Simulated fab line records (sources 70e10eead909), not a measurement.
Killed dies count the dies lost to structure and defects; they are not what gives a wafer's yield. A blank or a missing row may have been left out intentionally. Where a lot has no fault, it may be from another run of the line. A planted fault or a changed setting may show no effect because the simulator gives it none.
What tool caused it? / flow nand harc / 36 wafers from 12 lots sampled at 5 of the route's 1302 steps

## WHAT THE GAUGES SHOWED, per wafer
NHARC_A_BLC_INSPECT_12. Usual: 89 for raw defect count, sd 36.
lot=L505; measured=day 22 23:58; on=defect inspect-01; raw defect count=91 98 88; flag=
lot=L507; measured=day 23 00:19; on=defect inspect-01; raw defect count=81 87 73; flag=
lot=L508; measured=day 23 16:19; on=defect inspect-02; raw defect count=147 146 158; flag=
lot=L509; measured=day 23 22:19; on=defect inspect-01; raw defect count=59 56 74; flag=
lot=L510; measured=day 24 23:32; on=defect inspect-02; raw defect count=123 130 118; flag=
lot=L514; measured=day 26 02:41; on=defect inspect-02; raw defect count=132 127 138; flag=
lot=L513; measured=day 27 03:31; on=defect inspect-02; raw defect count=73 71 72; flag=
lot=L516; measured=day 27 05:44; on=defect inspect-02; raw defect count=79 92 94; flag=
lot=L518; measured=day 27 23:34; on=defect inspect-01; raw defect count=104 109 78; flag=
lot=L524; measured=day 30 12:22; on=defect inspect-02; raw defect count=33 36 37; flag=
lot=L526; measured=day 31 04:59; on=defect inspect-02; raw defect count=61 66 56; flag=
lot=L525; measured=day 31 05:19; on=defect inspect-01; raw defect count=90 67 81; flag=

NHARC_END_SORT_01. Usual: value, then standard deviation, for each; defect limited yield 90.5 % / 2.8; killed at array 59 / 19; killed at other 1.0 / 1.1; killed at periphery 3.8 / 2.4; killed dies 64 / 19; killed open 3.3 / 2; killed short 2.4 / 1.6.
lot=L507; measured=day 24 19:23; on=prober-01; defect limited yield (%)=91.7 89.5 91.7; killed at array=54 67 51; killed at other=0 0 0; killed at periphery=2 4 5; killed dies=56 71 56; killed open=2 5 4; killed short=2 5 3; flag=
lot=L509; measured=day 26 02:48; on=prober-01; defect limited yield (%)=93.1 92.2 89.8; killed at array=39 48 66; killed at other=0 0 0; killed at periphery=8 5 3; killed dies=47 53 69; killed open=2 3 2; killed short=1 3 5; flag=
lot=L516; measured=day 29 08:04; on=prober-01; defect limited yield (%)=91.4 90.0 91.3; killed at array=57 65 52; killed at other=0 2 1; killed at periphery=1 1 6; killed dies=58 68 59; killed open=2 0 5; killed short=0 2 1; flag=
lot=L518; measured=day 29 19:13; on=prober-01; defect limited yield (%)=88.8 89.8 91.9; killed at array=75 62 53; killed at other=1 2 0; killed at periphery=0 5 2; killed dies=76 69 55; killed open=0 0 6; killed short=5 1 2; flag=
lot=L524; measured=day 32 11:45; on=prober-02; defect limited yield (%)=94.7 93.6 94.2; killed at array=32 37 37; killed at other=2 1 0; killed at periphery=2 5 2; killed dies=36 43 39; killed open=4 3 2; killed short=3 2 4; flag=
lot=L525; measured=day 33 07:59; on=prober-02; defect limited yield (%)=91.1 90.0 91.0; killed at array=53 60 53; killed at other=0 0 2; killed at periphery=7 8 6; killed dies=60 68 61; killed open=1 3 5; killed short=3 1 3; flag=

## EACH LOT AND THE TOOL THAT RAN IT (in order: tool; ch and the chambers of the sampled wafers; start)
lot=L505; NHARC_A_BLC_DESCUM_15=rie diel-03 ch 1,2,3, day 23 00:02; NHARC_A_BLC_STRIP_21=rie diel-03 ch 0,3, day 23 01:10; NHARC_A_M0_SOFTBAKE_04=litho track-04 ch 0, day 23 03:00
lot=L507; NHARC_A_BLC_DESCUM_15=rie diel-09 ch 2,3, day 23 00:22; NHARC_A_BLC_STRIP_21=rie diel-09 ch 0,1, day 23 01:31; NHARC_A_M0_SOFTBAKE_04=litho track-04 ch 0, day 23 03:00
lot=L508; NHARC_A_BLC_DESCUM_15=rie diel-03 ch 0,2,3, day 23 16:24; NHARC_A_BLC_STRIP_21=rie diel-09 ch 2,3, day 23 17:32; NHARC_A_M0_SOFTBAKE_04=litho track-04 ch 0, day 23 19:00
lot=L509; NHARC_A_BLC_DESCUM_15=rie diel-09 ch 0,1,2, day 23 22:23; NHARC_A_BLC_STRIP_21=rie diel-03 ch 2,3, day 23 23:33; NHARC_A_M0_SOFTBAKE_04=litho track-01 ch 0, day 24 01:00
lot=L510; NHARC_A_BLC_DESCUM_15=rie diel-03 ch 1,2,3, day 24 23:35; NHARC_A_BLC_STRIP_21=rie diel-09 ch 0,1,3, day 25 00:46; NHARC_A_M0_SOFTBAKE_04=litho track-06 ch 0, day 25 03:00
lot=L514; NHARC_A_BLC_DESCUM_15=rie diel-09 ch 0,2,3, day 26 02:46; NHARC_A_BLC_STRIP_21=rie diel-03 ch 0,1,2, day 26 03:54; NHARC_A_M0_SOFTBAKE_04=litho track-01 ch 0, day 26 06:00
lot=L513; NHARC_A_BLC_DESCUM_15=rie diel-09 ch 0,1,2, day 27 03:35; NHARC_A_BLC_STRIP_21=rie diel-03 ch 1,2,3, day 27 05:09; NHARC_A_M0_SOFTBAKE_04=litho track-01 ch 0, day 27 07:00
lot=L516; NHARC_A_BLC_DESCUM_15=rie diel-09 ch 1,2,3, day 27 05:49; NHARC_A_BLC_STRIP_21=rie diel-07 ch 1,2, day 27 06:58; NHARC_A_M0_SOFTBAKE_04=litho track-06 ch 0, day 27 09:00
lot=L518; NHARC_A_BLC_DESCUM_15=rie diel-09 ch 2,3, day 27 23:38; NHARC_A_BLC_STRIP_21=rie diel-09 ch 0,3, day 28 00:59; NHARC_A_M0_SOFTBAKE_04=litho track-04 ch 0, day 28 03:00
lot=L524; NHARC_A_BLC_DESCUM_15=rie diel-09 ch 0,1,3, day 30 12:27; NHARC_A_BLC_STRIP_21=rie diel-09 ch 2,3, day 30 13:35; NHARC_A_M0_SOFTBAKE_04=litho track-01 ch 0, day 30 15:00
lot=L526; NHARC_A_BLC_DESCUM_15=rie diel-09 ch 1,3, day 31 05:03; NHARC_A_BLC_STRIP_21=rie diel-09 ch 0,1,3, day 31 06:11; NHARC_A_M0_SOFTBAKE_04=litho track-01 ch 0, day 31 08:00
lot=L525; NHARC_A_BLC_DESCUM_15=rie diel-07 ch 1,2, day 31 05:23; NHARC_A_BLC_STRIP_21=rie diel-07 ch 1,2, day 31 06:31; NHARC_A_M0_SOFTBAKE_04=litho track-06 ch 0, day 31 08:00
- NHARC_A_BLC_DESCUM_15: chemistry O2, time 3 s.
- NHARC_A_BLC_STRIP_21: strips in O2.
- NHARC_A_M0_SOFTBAKE_04: time 55 s.

## AS READ BY THE TOOLS THEMSELVES (means over the sampled wafers that have a number; for cases with no such wafer, the mark the record gives instead)
NHARC_A_BLC_DESCUM_15. Usual: chamber pressure mTorr 60.00 mTorr, standard deviation 0.056; drypump motor current A 5.8 A, standard deviation 0.49; oes product au 1.003 a.u., standard deviation 0.012; rf vpp V 58.1 V, standard deviation 0.85; showerhead plenum p Torr 1.98 Torr, standard deviation 0.057; throttle valve pct 11.311 %, standard deviation 0.009.
lot=L505; tool=rie diel-03; chamber pressure mTorr (mTorr)=59.95; drypump motor current A (A)=5.8; oes product au (a.u.)=1.004; rf vpp V (V)=58.2; showerhead plenum p Torr (Torr)=1.94; throttle valve pct (%)=11.314; flag=
lot=L507; tool=rie diel-09; chamber pressure mTorr (mTorr)=59.98; drypump motor current A (A)=5.9; oes product au (a.u.)=1.000; rf vpp V (V)=58.1; showerhead plenum p Torr (Torr)=2.02; throttle valve pct (%)=11.313; flag=
lot=L508; tool=rie diel-03; chamber pressure mTorr (mTorr)=59.99; drypump motor current A (A)=5.8; oes product au (a.u.)=1.016; rf vpp V (V)=57.8; showerhead plenum p Torr (Torr)=1.94; throttle valve pct (%)=11.312; flag=
lot=L509; tool=rie diel-09; chamber pressure mTorr (mTorr)=60.05; drypump motor current A (A)=5.6; oes product au (a.u.)=0.999; rf vpp V (V)=57.4; showerhead plenum p Torr (Torr)=2.02; throttle valve pct (%)=11.304; flag=
lot=L510; tool=rie diel-03; chamber pressure mTorr (mTorr)=60.03; drypump motor current A (A)=5.8; oes product au (a.u.)=0.991; rf vpp V (V)=57.6; showerhead plenum p Torr (Torr)=1.94; throttle valve pct (%)=11.305; flag=
lot=L514; tool=rie diel-09; chamber pressure mTorr (mTorr)=59.99; drypump motor current A (A)=6.0; oes product au (a.u.)=1.003; rf vpp V (V)=58.9; showerhead plenum p Torr (Torr)=2.03; throttle valve pct (%)=11.306; flag=
lot=L513; tool=rie diel-09; chamber pressure mTorr (mTorr)=59.96; drypump motor current A (A)=5.6; oes product au (a.u.)=0.999; rf vpp V (V)=57.9; showerhead plenum p Torr (Torr)=2.02; throttle valve pct (%)=11.320; flag=
lot=L516; tool=rie diel-09; chamber pressure mTorr (mTorr)=59.92; drypump motor current A (A)=5.6; oes product au (a.u.)=1.000; rf vpp V (V)=57.7; showerhead plenum p Torr (Torr)=2.01; throttle valve pct (%)=11.306; flag=
lot=L518; tool=rie diel-09; chamber pressure mTorr (mTorr)=59.96; drypump motor current A (A)=5.6; oes product au (a.u.)=1.002; rf vpp V (V)=57.6; showerhead plenum p Torr (Torr)=2.03; throttle valve pct (%)=11.309; flag=
lot=L524; tool=rie diel-09; chamber pressure mTorr (mTorr)=59.97; drypump motor current A (A)=6.0; oes product au (a.u.)=1.000; rf vpp V (V)=58.0; showerhead plenum p Torr (Torr)=2.01; throttle valve pct (%)=11.313; flag=
lot=L526; tool=rie diel-09; chamber pressure mTorr (mTorr)=59.99; drypump motor current A (A)=5.5; oes product au (a.u.)=0.999; rf vpp V (V)=58.7; showerhead plenum p Torr (Torr)=1.99; throttle valve pct (%)=11.308; flag=
lot=L525; tool=rie diel-07; chamber pressure mTorr (mTorr)=60.03; drypump motor current A (A)=5.9; oes product au (a.u.)=1.012; rf vpp V (V)=57.3; showerhead plenum p Torr (Torr)=1.90; throttle valve pct (%)=11.314; flag=

NHARC_A_BLC_STRIP_21. Usual: chamber pressure mTorr 59.99 mTorr, standard deviation 0.063; drypump motor current A 5.8 A, standard deviation 0.45; oes product au 1.002 a.u., standard deviation 0.0099; rf vpp V 58.0 V, standard deviation 0.85; showerhead plenum p Torr 3.62 Torr, standard deviation 0.1; throttle valve pct 17.036 %, standard deviation 0.01.
lot=L505; tool=rie diel-03; chamber pressure mTorr (mTorr)=60.02; drypump motor current A (A)=5.9; oes product au (a.u.)=0.997; rf vpp V (V)=56.9; showerhead plenum p Torr (Torr)=3.56; throttle valve pct (%)=17.023; flag=
lot=L507; tool=rie diel-09; chamber pressure mTorr (mTorr)=59.96; drypump motor current A (A)=5.6; oes product au (a.u.)=0.999; rf vpp V (V)=57.9; showerhead plenum p Torr (Torr)=3.68; throttle valve pct (%)=17.032; flag=
lot=L508; tool=rie diel-09; chamber pressure mTorr (mTorr)=60.00; drypump motor current A (A)=5.9; oes product au (a.u.)=1.000; rf vpp V (V)=58.0; showerhead plenum p Torr (Torr)=3.71; throttle valve pct (%)=17.031; flag=
lot=L509; tool=rie diel-03; chamber pressure mTorr (mTorr)=60.05; drypump motor current A (A)=6.0; oes product au (a.u.)=0.997; rf vpp V (V)=58.8; showerhead plenum p Torr (Torr)=3.59; throttle valve pct (%)=17.035; flag=
lot=L510; tool=rie diel-09; chamber pressure mTorr (mTorr)=60.01; drypump motor current A (A)=6.0; oes product au (a.u.)=1.000; rf vpp V (V)=58.8; showerhead plenum p Torr (Torr)=3.69; throttle valve pct (%)=17.029; flag=
lot=L514; tool=rie diel-03; chamber pressure mTorr (mTorr)=59.97; drypump motor current A (A)=5.7; oes product au (a.u.)=1.001; rf vpp V (V)=58.1; showerhead plenum p Torr (Torr)=3.55; throttle valve pct (%)=17.033; flag=
lot=L513; tool=rie diel-03; chamber pressure mTorr (mTorr)=60.01; drypump motor current A (A)=5.8; oes product au (a.u.)=0.999; rf vpp V (V)=57.7; showerhead plenum p Torr (Torr)=3.56; throttle valve pct (%)=17.041; flag=
lot=L516; tool=rie diel-07; chamber pressure mTorr (mTorr)=59.96; drypump motor current A (A)=5.9; oes product au (a.u.)=0.997; rf vpp V (V)=57.3; showerhead plenum p Torr (Torr)=3.52; throttle valve pct (%)=17.039; flag=
lot=L518; tool=rie diel-09; chamber pressure mTorr (mTorr)=59.96; drypump motor current A (A)=6.4; oes product au (a.u.)=0.998; rf vpp V (V)=58.1; showerhead plenum p Torr (Torr)=3.70; throttle valve pct (%)=17.036; flag=
lot=L524; tool=rie diel-09; chamber pressure mTorr (mTorr)=60.03; drypump motor current A (A)=5.9; oes product au (a.u.)=1.006; rf vpp V (V)=58.3; showerhead plenum p Torr (Torr)=3.70; throttle valve pct (%)=17.022; flag=
lot=L526; tool=rie diel-09; chamber pressure mTorr (mTorr)=59.98; drypump motor current A (A)=6.0; oes product au (a.u.)=0.995; rf vpp V (V)=58.3; showerhead plenum p Torr (Torr)=3.69; throttle valve pct (%)=17.035; flag=
lot=L525; tool=rie diel-07; chamber pressure mTorr (mTorr)=59.95; drypump motor current A (A)=5.9; oes product au (a.u.)=1.002; rf vpp V (V)=57.9; showerhead plenum p Torr (Torr)=3.50; throttle valve pct (%)=17.030; flag=

NHARC_A_M0_SOFTBAKE_04. Usual: 188.44 W for heater power total W, sd 0.13.
lot=L505; tool=litho track-04; heater power total W (W)=188.54; flag=
lot=L507; tool=litho track-04; heater power total W (W)=188.39; flag=
lot=L508; tool=litho track-04; heater power total W (W)=188.35; flag=
lot=L509; tool=litho track-01; heater power total W (W)=188.35; flag=
lot=L510; tool=litho track-06; heater power total W (W)=188.43; flag=
lot=L514; tool=litho track-01; heater power total W (W)=188.41; flag=
lot=L513; tool=litho track-01; heater power total W (W)=188.42; flag=
lot=L516; tool=litho track-06; heater power total W (W)=188.43; flag=
lot=L518; tool=litho track-04; heater power total W (W)=188.40; flag=
lot=L524; tool=litho track-01; heater power total W (W)=191.14; flag=OFF
lot=L526; tool=litho track-01; heater power total W (W)=191.10; flag=OFF
lot=L525; tool=litho track-06; heater power total W (W)=188.43; flag=

## THE ANSWER, worked out from the rows above alone
Rule: lot off if the mean of its wafers having a number is beyond 3 standard deviations from the usual mean. Also off: a lot with no number at a reading for which 4 or more lots have one. Any other lot the step has rows for is counted as sound. Order of review: gauges by route order, followed by the tools' own readings, for which a lot's mean as printed above is used. At the first step where some lot is off, the reading lying furthest off is the one used; lots without a number count as furthest.
Off: L524, L526 (NHARC_A_M0_SOFTBAKE_04, heater power total W).
If a tool, at that step or one of the process steps before it, ran each lot that is off and ran no sound lot following the first of them, it fits. Undecided on this evidence; 2 tools fit (rie diel-09 at NHARC_A_BLC_DESCUM_15 and NHARC_A_BLC_STRIP_21, litho track-01 at NHARC_A_M0_SOFTBAKE_04).

## WHAT HAD BEEN PUT IN BY THE SIMULATOR
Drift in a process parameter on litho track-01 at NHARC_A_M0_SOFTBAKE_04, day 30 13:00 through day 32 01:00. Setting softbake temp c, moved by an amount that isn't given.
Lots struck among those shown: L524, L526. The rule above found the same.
